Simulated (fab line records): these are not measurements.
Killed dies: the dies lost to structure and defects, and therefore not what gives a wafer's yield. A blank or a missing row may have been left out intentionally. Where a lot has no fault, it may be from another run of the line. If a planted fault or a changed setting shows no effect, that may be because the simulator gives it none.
Matching of chambers | flow nand-harc | NHARC_P_CONTACT_DEP_30 on pecvd-01 has 3 sister chambers
The step deposits SiNx, target thk 30 nm. 3 wafers are shown with their chamber, then 9 later ones without.

## WAFERS PAIRED WITH THEIR CHAMBERS
wafer  | chamber | heater-power-w (W)
L089.1 | 0       | 625
L089.3 | 1       | 896
L089.4 | 2       | 846

## WAFERS WHOSE CHAMBER IS MISSING
wafer  | heater-power-w (W)
L089.2 | 841
L089.5 | 610
L089.6 | 715
L092.2 | 618
L092.4 | 890
L092.6 | 850
L096.1 | 618
L096.5 | 625
L096.6 | 916

## EACH ONE'S CHAMBER
wafer  | from the rows above     | in truth
L089.2 | can't be placed: 2 or 1 | 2
L089.5 | 0                       | 0
L089.6 | can't be placed: 0 or 2 | 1
L092.2 | 0                       | 0
L092.4 | can't be placed: 1 or 2 | 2
L092.6 | can't be placed: 2 or 1 | 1
L096.1 | 0                       | 0
L096.5 | 0                       | 0
L096.6 | can't be placed: 1 or 2 | 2
4 of 9 placed correctly. Not placeable from these rows: 5 (in 4, the candidates include the true chamber). Number placed wrongly: 0.
How it was worked out, from the rows above alone: a wafer's distance from a chamber is the root of the sum, over the readings, of the square of ((its reading less the chamber's mean) divided by the reading's scatter). The wafer belongs to the nearest chamber; if the next one is less than 2 further off, it can't be placed. For every chamber, the mean is computed from those of its wafers that are shown. The scatter: with one shown wafer a chamber, the root of the mean of the squares of how far each hidden wafer lies from its nearest shown one.
